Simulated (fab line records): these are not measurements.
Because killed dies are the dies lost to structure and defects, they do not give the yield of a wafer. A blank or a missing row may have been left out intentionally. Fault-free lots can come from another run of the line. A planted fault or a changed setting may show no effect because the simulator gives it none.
Which tool is to blame?    flow nandHarc    12 lots, 36 wafers sampled, at 4 steps of a route of 1159

== WHAT EACH GAUGE READ, for each wafer ==
Not one reading of a measure or inspect step in the record can be checked against a usual standard deviation.

== WHICH TOOL RAN EACH LOT (tool, then ch and the chambers of the sampled wafers, then the start) ==
lot   NHARC_A_STAIRCASE_ETCH_225                    NHARC_A_STAIRCASE_TRIM_231                    NHARC_A_STAIRCASE_TRIM_233         NHARC_A_STAIRCASE_ETCH_236
L141  rieDiel-03 ch 0,1,3, day 11 13:00 or earlier  rieDiel-08 ch 0,1,3, day 11 13:00 or earlier  rieDiel-08 ch 0,2,3, day 11 13:00  rieDiel-08 ch 1,2,3, no start
L143  rieDiel-01 ch 0,1,2, day 12 01:22 or earlier  rieDiel-08 ch 0,1,2, day 12 01:22 or earlier  rieDiel-08 ch 1,2, day 12 01:22    rieDiel-08 ch 1,2, no start
L145  rieDiel-01 ch 1,2, day 13 08:44 or earlier    rieDiel-03 ch 1,2, day 13 08:44 or earlier    rieDiel-03 ch 2,3, day 13 08:44    rieDiel-03 ch 0,1,2, no start
L148  rieDiel-08 ch 0,1,3, day 13 13:50 or earlier  rieDiel-03 ch 2,3, day 13 13:50 or earlier    rieDiel-03 ch 0,1,3, day 13 13:50  rieDiel-03 ch 0,3, no start
L153  rieDiel-03 ch 1,2, day 14 09:57 or earlier    rieDiel-08 ch 0,3, day 14 09:57 or earlier    rieDiel-08 ch 0,2,3, day 14 09:57  rieDiel-08 ch 0,2,3, no start
L152  rieDiel-03 ch 0,1,3, day 14 19:56 or earlier  rieDiel-08 ch 2,3, day 14 19:56 or earlier    rieDiel-08 ch 1,3, day 14 19:56    rieDiel-08 ch 0,2,3, no start
L156  rieDiel-03 ch 0,1,3, day 15 19:23 or earlier  rieDiel-08 ch 2,3, day 15 19:23 or earlier    rieDiel-08 ch 0,1,3, day 15 19:23  rieDiel-08 ch 1,2,3, no start
L158  rieDiel-08 ch 0,2,3, day 16 00:35 or earlier  rieDiel-08 ch 0,1,2, day 16 00:35 or earlier  rieDiel-08 ch 1,2,3, day 16 00:35  rieDiel-08 ch 0,1,2, no start
L157  rieDiel-08 ch 2,3, day 16 03:41 or earlier    rieDiel-01 ch 1,2,3, day 16 03:41 or earlier  rieDiel-01 ch 0,1,3, day 16 03:41  rieDiel-01 ch 1,2,3, no start
L159  rieDiel-03 ch 1,3, day 16 07:31 or earlier    rieDiel-08 ch 0,3, day 16 07:31 or earlier    rieDiel-08 ch 0,3, day 16 07:31    rieDiel-08 ch 0,2,3, no start
L160  rieDiel-01 ch 1,2,3, day 16 08:10 or earlier  rieDiel-01 ch 1,2,3, day 16 08:10 or earlier  rieDiel-01 ch 0,1,3, day 16 08:10  rieDiel-01 ch 0,1,2, no start
L161  rieDiel-01 ch 0,1,3, day 17 07:00 or earlier  rieDiel-08 ch 0,1,2, day 17 07:00 or earlier  rieDiel-08 ch 1,2,3, day 17 07:00  rieDiel-08 ch 1,3, no start
- NHARC_A_STAIRCASE_ETCH_225: etches the open film in C4F8/O2, target depth 100 nm, time 40.5 s.
- NHARC_A_STAIRCASE_TRIM_231: chemistry O2, time 211.2 s.
- NHARC_A_STAIRCASE_TRIM_233: chemistry O2, time 211.2 s.
- NHARC_A_STAIRCASE_ETCH_236: etches the open film in C4F8/O2, target depth 100 nm, time 40.5 s.

== WHAT THE TOOLS THEMSELVES READ (means of the sampled wafers that have a number; where no wafer has one, the mark that the record gives instead) ==
NHARC_A_STAIRCASE_ETCH_225. Usual: oesProductAu 0.946 a.u., standard deviation 0.014; rfVppV 896 V, standard deviation 4.6.
lot   tool        oesProductAu (a.u.)  rfVppV (V)  flag
L141  rieDiel-03  0.939                895         
L143  rieDiel-01  0.935                898         
L145  rieDiel-01  0.921                904         
L148  rieDiel-08  0.953                893         
L153  rieDiel-03  0.951                897         
L152  rieDiel-03  0.944                895         
L156  rieDiel-03  0.939                895         
L158  rieDiel-08  0.956                895         
L157  rieDiel-08  0.965                892         
L159  rieDiel-03  0.940                893         
L160  rieDiel-01  0.936                902         
L161  rieDiel-01  0.926                903         

NHARC_A_STAIRCASE_TRIM_231. Usual: drypumpMotorCurrentA 6.0 A, standard deviation 0.42; oesProductAu 1.006 a.u., standard deviation 0.016; rfVppV 57.8 V, standard deviation 0.83; showerheadPlenumPTorr 3.53 Torr, standard deviation 0.13; throttleValvePct 17.037 %, standard deviation 0.0095.
lot   tool        drypumpMotorCurrentA (A)  oesProductAu (a.u.)  rfVppV (V)  showerheadPlenumPTorr (Torr)  throttleValvePct (%)  flag
L141  rieDiel-08  6.2                       1.019                57.9        3.45                          17.042                
L143  rieDiel-08  6.2                       1.006                57.3        3.52                          17.043                
L145  rieDiel-03  5.6                       0.997                57.1        3.49                          17.040                
L148  rieDiel-03  5.6                       0.991                56.9        3.53                          17.041                
L153  rieDiel-08  6.3                       1.030                57.9        3.47                          17.042                
L152  rieDiel-08  6.3                       1.022                58.2        3.51                          17.049                
L156  rieDiel-08  6.4                       1.028                56.8        3.43                          17.028                
L158  rieDiel-08  6.2                       1.005                58.2        3.50                          17.031                
L157  rieDiel-01  5.5                       0.987                58.0        3.71                          17.044                
L159  rieDiel-08  6.4                       1.028                58.1        3.41                          17.032                
L160  rieDiel-01  5.5                       0.998                57.5        3.71                          17.041                
L161  rieDiel-08  6.2                       1.010                57.3        3.50                          17.049                

NHARC_A_STAIRCASE_TRIM_233. Usual: drypumpMotorCurrentA 6.0 A, standard deviation 0.42; oesProductAu 1.005 a.u., standard deviation 0.016; rfVppV 57.7 V, standard deviation 0.93; showerheadPlenumPTorr 3.53 Torr, standard deviation 0.13; throttleValvePct 17.036 %, standard deviation 0.01.
lot   tool        drypumpMotorCurrentA (A)  oesProductAu (a.u.)  rfVppV (V)  showerheadPlenumPTorr (Torr)  throttleValvePct (%)  flag
L141  rieDiel-08  6.3                       1.013                57.0        3.50                          17.025                
L143  rieDiel-08  6.1                       1.002                57.8        3.48                          17.036                
L145  rieDiel-03  5.6                       1.057                57.3        3.53                          17.044                OFF
L148  rieDiel-03  5.7                       1.064                57.4        3.51                          17.039                OFF
L153  rieDiel-08  6.3                       1.024                57.9        3.49                          17.043                
L152  rieDiel-08  6.3                       1.015                56.9        3.38                          17.036                
L156  rieDiel-08  6.3                       1.017                57.5        3.43                          17.043                
L158  rieDiel-08  6.3                       1.013                57.8        3.45                          17.036                
L157  rieDiel-01  5.4                       0.989                58.8        3.74                          17.037                
L159  rieDiel-08  6.3                       1.024                58.7        3.47                          17.030                
L160  rieDiel-01  5.4                       0.992                58.6        3.74                          17.041                
L161  rieDiel-08  6.2                       1.006                56.4        3.44                          17.038                

NHARC_A_STAIRCASE_ETCH_236. Usual: oesProductAu 0.948 a.u., standard deviation 0.015; rfVppV 896 V, standard deviation 4.7.
lot   tool        oesProductAu (a.u.)  rfVppV (V)  flag
L141  rieDiel-08  0.959                894         
L143  rieDiel-08  0.937                896         
L145  rieDiel-03  0.948                897         
L148  rieDiel-03  0.948                898         
L153  rieDiel-08  0.962                894         
L152  rieDiel-08  0.964                895         
L156  rieDiel-08  0.958                893         
L158  rieDiel-08  0.958                895         
L157  rieDiel-01  0.938                903         
L159  rieDiel-08  0.957                895         
L160  rieDiel-01  0.930                903         
L161  rieDiel-08  0.957                890         

== THE ANSWER, worked out from the rows above alone ==
Rule: a lot counts as off when the mean over its wafers that have a number is more than 3 standard deviations away from the usual mean. Also off: a lot with no number at a reading for which 4 or more lots have one. All remaining lots with rows at the step are treated as sound. First the gauges in route order, then the tools' own readings, where a lot's mean is used as printed above. The first step at which some lot is off is used, and at that step the reading that is off furthest; a lot without a number counts as furthest.
Off: L145, L148, at NHARC_A_STAIRCASE_TRIM_233 (oesProductAu).
If a tool, at that step or one of the process steps before it, ran each lot that is off and ran no sound lot following the first of them, it fits. Because NHARC_A_STAIRCASE_ETCH_225 lacks a start for some lots, the hours and order of its lots are taken from NHARC_A_STAIRCASE_TRIM_233. Because NHARC_A_STAIRCASE_TRIM_231 lacks a start for some lots, the hours and order of its lots are taken from NHARC_A_STAIRCASE_TRIM_233. One fits: rieDiel-03 at NHARC_A_STAIRCASE_TRIM_231 and NHARC_A_STAIRCASE_TRIM_233. It ran no sound lot before its first lot that is off in this sample, so the start can't be narrowed down.

== WHAT THE SIMULATOR HAD INSERTED ==
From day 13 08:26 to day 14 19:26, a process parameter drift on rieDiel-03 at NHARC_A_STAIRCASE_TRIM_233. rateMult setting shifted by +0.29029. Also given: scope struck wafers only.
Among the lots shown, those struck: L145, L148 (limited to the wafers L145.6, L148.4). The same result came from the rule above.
